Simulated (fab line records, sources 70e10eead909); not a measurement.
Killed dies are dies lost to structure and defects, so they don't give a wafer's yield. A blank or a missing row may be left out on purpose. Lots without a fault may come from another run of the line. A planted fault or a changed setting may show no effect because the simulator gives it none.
fab line records | flow nand_harc
record lots=24 wafers=72 last_day=25
route steps=1159 shown A_CONTACT@869
lots that met no fault: from a run of the same line without faults
start_h: hours from the record's first day to the start of the lot's first wafer shown | wait_h: hours since the lot's step before | " the same as in the row above | L1.1+2: a row that stands for several wafers | - no value, or no start given | * or withheld: withheld | < > ~ a bound
route shown NAME@n: a module of which the file shows steps, and the number in the route of the first | usual: mean/standard deviation of fault-free wafers | same: alike in all rows | chamber/n: place in a boat | sites: the reading at each site | _std_site: their standard deviation | _edge_site: outer sites' mean less inner sites' | radius_mm: how far each site lies from the wafer's centre | mask NAME#n: copy n | behind: the tool/chamber that last shaped the wafer | hold: why the lot was held/for how many hours/how that ended | device: the transistor (n, p or np) that didn't switch | end of line: the same wafers' tests at the end of the route | a step without rows: its recipe alone | killed: dies lost to structure and defects at the first sort, not the wafer's yield | map: a wafer's dies, x killed, . not, _ none there
set.NAME: the setting as run; set.NAME@STEP: as run at that earlier step | model.NAME: the simulator's own value behind a step, which no gauge read
steps of the route over a sample of lots; a table a step, a row a wafer
services: from which hour (start_h, from the record's first day; less than 0 if before it) a tool's chamber was out of use, for how many hours, and why
## steps
# step NHARC_A_CONTACT_ETCH_118
# recipe source_w=withheld pressure_mtorr=20 bias_v=3000 time_s=94 target_depth_a=9220 ar_flow_sccm=withheld c4f8_flow_sccm=withheld o2_flow_sccm=withheld chemistry=C4F8/O2/Ar
# columns lot.wafer tool chamber start_h wait_h rf_hours_counter_h
L074.1 har_cap_etch-01 0 368.73 0.1 53
L074.3 " 0 " " -
L074.6 " 1 " " -
L075.2 har_cap_etch-01 1 376.52 0.1 54
L075.3 " 1 " " -
L075.5 " 0 " " -
L077.4 har_cap_etch-03 1 385.89 0.1 -
L077.3 " 0 " " -
L077.6 " 1 " " -
L076.2 har_cap_etch-02 1 387.05 0.1 12
L076.4 " 1 " " -
L076.6 " 1 " " -
L079.2 har_cap_etch-01 1 402.48 0.1 59
L079.3 " 0 " " -
L079.4 " 1 " " -
L078.2 har_cap_etch-03 1 409.19 0.1 88
L078.4 " 1 " " -
L078.5 " 1 " " -
L080.2 har_cap_etch-01 0 413.62 0.1 60
L080.3 " 1 " " -
L080.5 " 0 " " -
L081.1 har_cap_etch-02 0 419.18 0.1 17
L081.3 " 1 " " -
L081.5 " 0 " " -
L082.1 har_cap_etch-03 0 428.92 0.1 92
L082.3 " 0 " " -
L082.5 " 1 " " -
L084.4 har_cap_etch-02 0 429.43 0.1 -
L084.3 " 1 " " -
L084.6 " 0 " " -
L085.1 har_cap_etch-03 1 451.13 0.1 95
L085.2 " 0 " " 95
L085.4 " 0 " " -
L083.1 har_cap_etch-01 1 451.31 0.1 65
L083.3 " 0 " " -
L083.6 " 1 " " -
L086.1 har_cap_etch-02 0 455.24 0.1 22
L086.3 " 1 " " -
L086.6 " 1 " " -
L087.2 har_cap_etch-03 0 455.58 0.1 96
L087.3 " 1 " " -
L087.5 " 0 " " -
L092.1 har_cap_etch-03 1 460.24 0.1 97
L092.3 " 0 " " -
L092.4 " 1 " " -
L090.2 har_cap_etch-01 1 460.46 0.1 68
L090.6 " 1 " " -
L090.5 " 0 " " -
L089.1 har_cap_etch-01 0 466.16 0.1 69
L089.3 " 1 " " -
L089.6 " 0 " " -
L088.2 har_cap_etch-02 0 466.54 0.1 26
L088.4 " 1 " " -
L088.5 " 0 " " -
L091.1 har_cap_etch-03 0 476.34 0.1 102
L091.3 " 0 " " -
L091.6 " 1 " " -
L093.1 har_cap_etch-01 1 492.70 0.1 75
L093.5 " 0 " " -
L093.6 " 1 " " -
L094.2 har_cap_etch-03 1 495.71 0.1 105
L094.1 " 0 " " 105
L094.4 " 0 " " -
L095.1 har_cap_etch-02 1 500.00 0.1 32
L095.3 " 0 " " -
L095.4 " 1 " " -
L097.2 har_cap_etch-02 1 505.48 0.1 33
L097.4 " 1 " " -
L097.5 " 0 " " -
L096.2 har_cap_etch-03 1 511.61 0.1 108
L096.5 " 1 " " -
L096.6 " 0 " " -
# step NHARC_A_CONTACT_OVL_MEAS_70
# usual overlay_x_nm=0.0/0.75 overlay_y_nm=0.1/0.76
# columns lot.wafer tool chamber start_h wait_h overlay_x_nm overlay_y_nm
L074.1 overlay-02 - 373.60 - -0.1 -0.3
L074.3 " - " " -0.1 -0.3
L074.6 " - " " 0.3 -0.6
L075.2 overlay-02 - 382.53 - 1.5 0.6
L075.3 " - " " 1.9 0.7
L075.5 " - " " 1.8 0.3
L077.3 overlay-01 - 390.96 - -0.2 -0.4
L077.4 " - " " 0.4 -1.1
L077.6 " - " " 0.2 -0.5
L076.2 overlay-01 - 392.68 - 0.1 0.1
L076.4 " - " " -0.4 -0.3
L076.6 " - " " 0.1 0.1
L079.2 overlay-01 - 408.07 - -0.2 -0.9
L079.3 " - " " -0.2 -0.9
L079.4 " - " " -0.4 -1.0
L078.2 overlay-02 - 417.11 - 0.1 1.1
L078.4 " - " " -0.1 1.5
L078.5 " - " " -0.1 0.9
L080.2 overlay-01 - 422.14 - -0.8 0.9
L080.3 " - " " -1.1 0.5
L080.5 " - " " -0.7 0.6
L081.1 overlay-02 - 424.26 - 1.2 -1.2
L081.3 " - " " 0.6 -0.7
L081.5 " - " " 0.5 -0.2
L082.1 overlay-02 - 433.70 - -1.1 0.3
L082.3 " - " " -0.8 -0.3
L082.5 " - " " -1.3 -0.3
L084.3 overlay-01 - 434.16 - -0.8 0.0
L084.4 " - " " -0.7 0.1
L084.6 " - " " -0.7 0.6
L085.1 overlay-02 - 455.77 - 1.0 -0.8
L085.2 " - " " 0.8 -1.5
L085.4 " - " " 1.2 -1.7
L083.1 overlay-01 - 456.14 - 0.4 1.1
L083.3 " - " " 0.4 1.2
L083.6 " - " " 0.3 1.3
L086.1 overlay-02 - 460.16 - 0.5 1.6
L086.3 " - " " 0.2 0.7
L086.6 " - " " 0.9 0.9
L087.2 overlay-01 - 460.84 - 0.3 1.0
L087.3 " - " " -0.1 0.2
L087.5 " - " " -0.5 0.6
L090.2 overlay-01 - 470.35 - -0.3 -0.2
L090.5 " - " " -0.6 -0.7
L090.6 " - " " -0.3 -0.2
L092.1 overlay-02 - 470.50 - 0.4 0.7
L092.3 " - " " 0.6 1.2
L092.4 " - " " 0.3 0.2
L089.1 overlay-02 - 473.59 - 0.7 -0.1
L089.3 " - " " 0.8 -0.3
L089.6 " - " " 1.1 0.1
L088.2 overlay-01 - 474.63 - 1.0 1.1
L088.4 " - " " 0.2 0.9
L088.5 " - " " 0.9 0.8
L091.1 overlay-02 - 482.11 - 1.5 -0.3
L091.3 " - " " 1.3 -1.0
L091.6 " - " " 0.8 0.5
L093.1 overlay-01 - 497.82 - -0.8 0.2
L093.5 " - " " -0.4 0.7
L093.6 " - " " -0.4 0.6
L094.1 overlay-01 - 500.76 - -0.8 -0.2
L094.2 " - " " -0.8 0.5
L094.4 " - " " -0.2 0.6
L095.1 overlay-02 - 505.26 - -0.5 0.6
L095.3 " - " " -0.8 0.3
L095.4 " - " " -1.0 0.0
L097.2 overlay-01 - 511.25 - -0.9 -0.3
L097.4 " - " " -1.1 -0.6
L097.5 " - " " -0.4 -0.2
L096.2 overlay-01 - 517.66 - 0.0 -0.2
L096.5 " - " " 0.2 0.2
L096.6 " - " " 0.4 -0.4
# step NHARC_A_CONTACT_INSPECT_71
# usual raw_defect_count=32/15
# columns lot.wafer tool chamber start_h wait_h raw_defect_count
L074.1 defect_inspect-01 - 373.64 0.0 33
L074.3 " - " " 30
L074.6 " - " " 29
L075.2 defect_inspect-02 - 382.57 0.0 21
L075.3 " - " " 19
L075.5 " - " " 20
L077.3 defect_inspect-01 - 391.00 0.0 31
L077.4 " - " " 31
L077.6 " - " " 29
L076.2 defect_inspect-02 - 392.73 0.1 10
L076.4 " - " " 13
L076.6 " - " " 7
L079.2 defect_inspect-02 - 408.10 0.0 32
L079.3 " - " " 31
L079.4 " - " " 31
L078.2 defect_inspect-01 - 417.14 0.0 25
L078.4 " - " " 24
L078.5 " - " " 18
L080.2 defect_inspect-02 - 422.17 0.0 18
L080.3 " - " " 24
L080.5 " - " " 25
L081.1 defect_inspect-01 - 424.29 0.0 35
L081.3 " - " " 41
L081.5 " - " " 46
L082.1 defect_inspect-02 - 433.73 0.0 34
L082.3 " - " " 35
L082.5 " - " " 28
L084.3 defect_inspect-02 - 434.20 0.0 21
L084.4 " - " " 20
L084.6 " - " " 24
L085.1 defect_inspect-01 - 455.81 0.0 34
L085.2 " - " " 30
L085.4 " - " " 38
L083.1 defect_inspect-02 - 456.18 0.0 52
L083.3 " - " " 44
L083.6 " - " " 32
L086.1 defect_inspect-02 - 460.20 0.0 17
L086.3 " - " " 13
L086.6 " - " " 17
L087.2 defect_inspect-01 - 460.88 0.0 54
L087.3 " - " " 45
L087.5 " - " " 49
L090.2 defect_inspect-02 - 470.39 0.0 45
L090.5 " - " " 29
L090.6 " - " " 34
L092.1 defect_inspect-02 - 470.54 0.0 13
L092.3 " - " " 10
L092.4 " - " " 11
L089.1 defect_inspect-02 - 473.63 0.0 37
L089.3 " - " " 29
L089.6 " - " " 31
L088.2 defect_inspect-02 - 474.67 0.0 36
L088.4 " - " " 37
L088.5 " - " " 35
L091.1 defect_inspect-02 - 482.15 0.0 46
L091.3 " - " " 46
L091.6 " - " " 53
L093.1 defect_inspect-02 - 497.85 0.0 68
L093.5 " - " " 55
L093.6 " - " " 62
L094.1 defect_inspect-01 - 500.80 0.0 19
L094.2 " - " " 15
L094.4 " - " " 27
L095.1 defect_inspect-02 - 505.30 0.0 65
L095.3 " - " " 48
L095.4 " - " " 62
L097.2 defect_inspect-01 - 511.28 0.0 18
L097.4 " - " " 14
L097.5 " - " " 16
L096.2 defect_inspect-02 - 517.70 0.0 41
L096.5 " - " " 40
L096.6 " - " " 50
# step NHARC_A_CONTACT_DESCUM_74
# recipe time_s=3 o2_flow_sccm=200 ar_flow_sccm=0 bias_power_w=0 chemistry=O2
# usual drypump_motor_current_A=5.8/0.42 oes_product_au=0.999/0.017 rf_vpp_V=57.9/0.94 showerhead_plenum_p_Torr=1.94/0.074 throttle_valve_pct=11.312/0.0097
# columns lot.wafer tool chamber start_h wait_h drypump_motor_current_A oes_product_au rf_hours_counter_h rf_vpp_V showerhead_plenum_p_Torr throttle_valve_pct
L074.1 rie_diel-09 1 373.72 0.1 5.8 0.987 41 58.7 1.92 11.317
L074.3 " 0 " " 5.9 0.968 38 57.5 1.95 11.296
L074.6 " 2 " " 5.8 0.999 - 59.0 2.04 11.327
L075.2 rie_diel-07 1 382.65 0.1 6.2 1.001 25 58.7 1.87 11.315
L075.3 " 2 " " 5.5 0.988 26 55.0 1.80 11.310
L075.5 " 0 " " 6.3 0.971 - 59.5 1.99 11.306
L077.3 rie_diel-07 3 391.07 0.1 6.0 0.984 29 57.3 1.92 11.312
L077.4 " 1 " " 6.2 1.000 27 57.6 1.87 11.310
L077.6 " 2 " " 5.5 0.993 - 56.7 1.80 11.306
L076.2 rie_diel-07 3 392.79 0.1 6.0 0.984 29 58.3 1.92 11.311
L076.4 " 0 " " 6.3 0.989 27 58.6 1.99 11.304
L076.6 " 3 " " 6.0 0.978 - 59.2 1.92 11.318
L079.2 rie_diel-10 2 408.18 0.1 6.6 1.007 17 57.7 2.05 11.306
L079.4 " 0 " " 6.1 0.993 17 57.6 1.88 11.299
L079.3 " 1 " " 5.8 0.996 16 57.4 1.93 11.323
L078.2 rie_diel-10 2 417.22 0.1 6.6 0.990 19 58.9 2.05 11.300
L078.4 " 3 " " 5.0 0.986 19 57.0 2.05 11.302
L078.5 " 0 " " 6.0 1.005 - 57.8 1.88 11.322
L080.3 rie_diel-07 2 422.24 0.1 5.5 1.007 1 56.2 1.80 11.317
L080.2 " 0 " " 6.3 0.983 1 59.4 1.99 11.302
L080.5 " 1 " " 6.2 1.005 - 56.8 1.87 11.306
L081.3 rie_diel-10 0 424.36 0.1 6.1 1.000 20 56.8 1.88 11.323
L081.1 " 3 " " 5.0 0.996 21 58.6 2.05 11.326
L081.5 " 0 " " 6.1 1.005 - 57.9 1.88 11.337
L082.3 rie_diel-10 0 433.81 0.1 6.0 1.011 26 57.9 1.87 11.301
L082.1 " 2 " " 6.6 0.986 23 59.3 2.05 11.306
L082.5 " 0 " " 6.0 1.007 - 57.3 1.87 11.317
L084.4 rie_diel-10 0 434.25 0.1 6.1 1.010 26 57.3 1.87 11.300
L084.3 " 2 " " 6.6 0.985 24 58.6 2.05 11.313
L084.6 " 0 " " 6.0 1.008 - 56.5 1.87 11.308
L085.4 rie_diel-09 3 455.88 0.1 5.1 1.017 4 58.3 2.00 11.321
L085.1 " 0 " " 5.9 0.992 4 57.0 1.94 11.314
L085.2 " 1 " " 5.7 0.964 5 57.2 1.91 11.321
L083.3 rie_diel-07 2 456.24 0.1 5.5 1.020 7 58.0 1.80 11.328
L083.1 " 0 " " 6.3 0.978 7 59.1 1.99 11.299
L083.6 " 2 " " 5.5 1.021 - 57.7 1.80 11.305
L086.1 rie_diel-07 3 460.26 0.1 6.0 0.994 9 55.9 1.92 11.330
L086.3 " 1 " " 6.2 1.026 8 58.1 1.87 11.311
L086.6 " 3 " " 6.0 1.010 - 57.5 1.92 11.304
L087.3 rie_diel-09 0 461.09 0.2 5.9 1.002 6 58.7 1.94 11.324
L087.2 " 1 " " 5.8 0.968 7 56.7 1.91 11.321
L087.5 " 3 " " 5.1 1.027 - 59.5 2.00 11.336
L090.2 rie_diel-07 1 470.47 0.1 6.2 1.004 10 58.6 1.87 11.312
L090.5 " 3 " " 6.0 0.990 - 57.6 1.92 11.324
L090.6 " 0 " " 6.3 0.988 - 56.9 1.99 11.292
L092.4 rie_diel-10 3 470.60 0.1 5.0 0.987 41 59.5 2.04 11.300
L092.3 " 1 " " 5.8 1.024 40 58.7 1.92 11.302
L092.1 " 2 " " 6.6 0.993 39 58.9 2.04 11.321
L089.3 rie_diel-09 0 473.70 0.1 6.0 1.009 10 56.9 1.94 11.315
L089.1 " 1 " " 5.7 0.975 11 58.1 1.91 11.313
L089.6 " 3 " " 5.1 1.029 - 59.2 1.99 11.315
L088.4 rie_diel-09 3 474.73 0.1 5.1 1.026 11 57.9 1.99 11.330
L088.2 " 1 " " 5.8 0.981 12 57.6 1.91 11.313
L088.5 " 3 " " 5.1 1.029 - 56.6 1.99 11.311
L091.1 rie_diel-07 3 482.23 0.1 6.0 1.009 15 57.8 1.92 11.320
L091.3 " 0 " " 6.3 0.986 11 58.4 1.99 11.309
L091.6 " 1 " " 6.2 0.998 - 58.8 1.87 11.314
L093.1 rie_diel-09 0 497.92 0.1 6.0 1.008 19 57.0 1.94 11.329
L093.5 " 3 " " 5.1 1.023 - 58.9 1.99 11.317
L093.6 " 0 " " 6.0 0.991 - 57.7 1.94 11.330
L094.1 rie_diel-07 0 500.87 0.1 6.3 0.981 14 58.6 1.99 11.302
L094.2 " 1 " " 6.2 0.990 16 58.5 1.87 11.311
L094.4 " 2 " " 5.5 1.030 16 57.3 1.79 11.300
L095.3 rie_diel-09 3 505.36 0.1 5.1 1.034 21 58.3 1.99 11.305
L095.1 " 1 " " 5.7 0.957 24 57.5 1.91 11.302
L095.4 " 2 " " 5.8 0.983 24 58.5 2.03 11.314
L097.2 rie_diel-09 0 511.36 0.1 6.0 0.993 24 56.1 1.94 11.303
L097.4 " 1 " " 5.8 0.975 27 57.6 1.91 11.316
L097.5 " 2 " " 5.8 0.971 - 57.4 2.03 11.298
L096.2 rie_diel-07 2 517.76 0.1 5.5 1.031 19 56.8 1.79 11.305
L096.5 " 2 " " 5.5 1.036 - 56.4 1.79 11.301
L096.6 " 3 " " 6.0 0.997 - 58.1 1.92 11.321
# step NHARC_A_CONTACT_ETCH_129
# recipe source_w=withheld pressure_mtorr=20 bias_v=1200 time_s=155 target_depth_a=9560 ar_flow_sccm=withheld c4f8_flow_sccm=withheld o2_flow_sccm=withheld chemistry=C4F8/O2/Ar
# columns lot.wafer tool chamber start_h wait_h rf_hours_counter_h
L074.1 har_cap_etch-03 0 375.64 0.1 83
L074.3 " 1 " " -
L074.6 " 1 " " -
L075.2 har_cap_etch-01 1 384.54 0.1 55
L075.3 " 1 " " -
L075.5 " 1 " " -
L077.3 har_cap_etch-02 1 393.00 0.1 -
L077.4 " 0 " " -
L077.6 " 0 " " -
L076.2 har_cap_etch-01 1 394.68 0.1 57
L076.4 " 1 " " -
L076.6 " 1 " " -
L079.2 har_cap_etch-02 1 410.25 0.1 16
L079.4 " 1 " " -
L079.3 " 0 " " -
L078.2 har_cap_etch-03 1 419.09 0.1 90
L078.4 " 1 " " -
L078.5 " 1 " " -
L080.2 har_cap_etch-03 0 424.13 0.1 91
L080.3 " 0 " " -
L080.5 " 1 " " -
L081.1 har_cap_etch-01 0 426.27 0.1 62
L081.3 " 0 " " -
L081.5 " 0 " " -
L082.1 har_cap_etch-02 0 435.71 0.1 20
L082.3 " 0 " " -
L082.5 " 0 " " -
L084.4 har_cap_etch-01 1 436.49 0.1 -
L084.3 " 0 " " -
L084.6 " 1 " " -
L085.1 har_cap_etch-01 0 457.76 0.1 66
L085.2 " 1 " " 66
L085.4 " 1 " " -
L083.1 har_cap_etch-02 0 458.17 0.1 23
L083.3 " 0 " " -
L083.6 " 1 " " -
L086.1 har_cap_etch-02 1 462.19 0.1 25
L086.3 " 1 " " -
L086.6 " 0 " " -
L087.2 har_cap_etch-03 1 463.34 0.1 99
L087.3 " 0 " " -
L087.5 " 0 " " -
L090.2 har_cap_etch-02 1 472.72 0.2 27
L090.6 " 1 " " -
L090.5 " 0 " " -
L092.1 har_cap_etch-03 0 472.77 0.2 101
L092.3 " 0 " " -
L092.4 " 1 " " -
L089.1 har_cap_etch-01 0 475.67 0.1 71
L089.3 " 1 " " -
L089.6 " 1 " " -
L088.2 har_cap_etch-02 0 476.94 0.2 29
L088.4 " 0 " " -
L088.5 " 0 " " -
L091.1 har_cap_etch-01 1 484.50 0.2 74
L091.3 " 0 " " -
L091.6 " 0 " " -
L093.1 har_cap_etch-01 0 500.14 0.2 76
L093.5 " 1 " " -
L093.6 " 0 " " -
L094.1 har_cap_etch-03 0 502.74 0.1 106
L094.2 " 1 " " 106
L094.4 " 0 " " -
L095.1 har_cap_etch-01 1 507.44 0.1 77
L095.3 " 0 " " -
L095.4 " 1 " " -
L097.2 har_cap_etch-02 1 513.51 0.2 35
L097.4 " 1 " " -
L097.5 " 1 " " -
L096.2 har_cap_etch-03 0 519.66 0.1 110
L096.5 " 0 " " -
L096.6 " 1 " " -
# step NHARC_A_CONTACT_DEP_84
# recipe target_thk_a=20000 temp_c=400 material=aC
# usual throttle_valve_pct=34.999/0.0096
# columns lot.wafer tool chamber start_h wait_h throttle_valve_pct
L074.1 acl_dep-01 0 379.16 - 34.986
L074.3 " 0 " " 34.994
L074.6 " 0 " " 34.976
L075.2 acl_dep-02 0 387.63 - 35.009
L075.3 " 0 " " 35.005
L075.5 " 0 " " 34.994
L077.3 acl_dep-01 0 395.71 - 34.998
L077.4 " 0 " " 35.012
L077.6 " 0 " " 34.987
L076.2 acl_dep-01 0 398.64 - 34.995
L076.4 " 0 " " 35.008
L076.6 " 0 " " 34.998
L079.2 acl_dep-02 0 416.18 - 34.991
L079.3 " 0 " " 34.992
L079.4 " 0 " " 34.993
L078.2 acl_dep-03 0 421.73 - 35.008
L078.4 " 0 " " 35.005
L078.5 " 0 " " 34.995
L080.2 acl_dep-03 0 426.67 - 35.001
L080.3 " 0 " " 34.994
L080.5 " 0 " " 34.999
L081.1 acl_dep-02 0 429.25 - 35.012
L081.3 " 0 " " 34.994
L081.5 " 0 " " 35.013
L082.1 acl_dep-01 0 438.13 - 35.009
L082.3 " 0 " " 34.998
L082.5 " 0 " " 35.004
L084.3 acl_dep-01 0 441.75 - 34.989
L084.4 " 0 " " 34.989
L084.6 " 0 " " 34.995
L085.1 acl_dep-02 0 463.31 - 35.007
L085.2 " 0 " " 34.999
L085.4 " 0 " " 35.010
L083.1 acl_dep-02 0 464.57 - 35.006
L083.3 " 0 " " 34.990
L083.6 " 0 " " 35.000
L086.1 acl_dep-02 0 469.44 - 34.992
L086.3 " 0 " " 34.993
L086.6 " 0 " " 34.986
L087.2 acl_dep-03 0 469.99 - 34.994
L087.3 " 0 " " 35.017
L087.5 " 0 " " 35.002
L090.2 acl_dep-02 0 476.30 - 34.996
L090.5 " 0 " " 35.001
L090.6 " 0 " " 34.995
L092.1 acl_dep-03 0 476.55 - 34.999
L092.3 " 0 " " 34.998
L092.4 " 0 " " 34.996
L089.1 acl_dep-02 0 478.33 - 35.011
L089.3 " 0 " " 34.999
L089.6 " 0 " " 34.996
L088.2 acl_dep-03 0 482.90 - 35.006
L088.4 " 0 " " 35.014
L088.5 " 0 " " 34.994
L091.1 acl_dep-03 0 487.60 - 34.983
L091.3 " 0 " " 34.995
L091.6 " 0 " " 34.993
L093.1 acl_dep-01 0 503.55 - 34.991
L093.5 " 0 " " 34.997
L093.6 " 0 " " 35.006
L094.1 acl_dep-02 0 505.05 - 35.000
L094.2 " 0 " " 34.993
L094.4 " 0 " " 34.996
L095.1 acl_dep-02 0 509.71 - 34.979
L095.3 " 0 " " 35.010
L095.4 " 0 " " 34.983
L097.2 acl_dep-03 0 517.04 - 35.002
L097.4 " 0 " " 34.986
L097.5 " 0 " " 35.001
L096.2 acl_dep-01 0 522.99 - 34.998
L096.5 " 0 " " 34.998
L096.6 " 0 " " 35.008
## services
# columns tool chamber start_h hours kind
acl_dep-02 - 352.33 13.0 pm
rie_diel-10 - 353.66 9.0 pm
rie_diel-07 0 359.87 - clean
rie_diel-07 1 359.87 - clean
rie_diel-07 2 359.87 - clean
rie_diel-07 3 359.87 - clean
har_cap_etch-03 - 367.85 0.5 repair
rie_diel-07 0 384.37 - clean
rie_diel-07 1 384.37 - clean
rie_diel-07 2 384.37 - clean
rie_diel-07 3 384.37 - clean
rie_diel-07 0 399.53 2.7 repair
rie_diel-07 - 405.22 9.0 pm
rie_diel-07 0 405.22 9.0 vent_cycle
rie_diel-07 1 405.22 9.0 vent_cycle
rie_diel-07 2 405.22 9.0 vent_cycle
rie_diel-07 3 405.22 9.0 vent_cycle
acl_dep-03 - 406.55 13.0 pm
rie_diel-09 - 431.35 9.0 pm
rie_diel-07 1 431.74 1.5 repair
rie_diel-10 3 460.06 4.1 repair
acl_dep-01 - 477.47 13.0 pm
rie_diel-10 3 479.12 10.5 repair
rie_diel-10 0 485.28 9.0 repair
## key
fault none
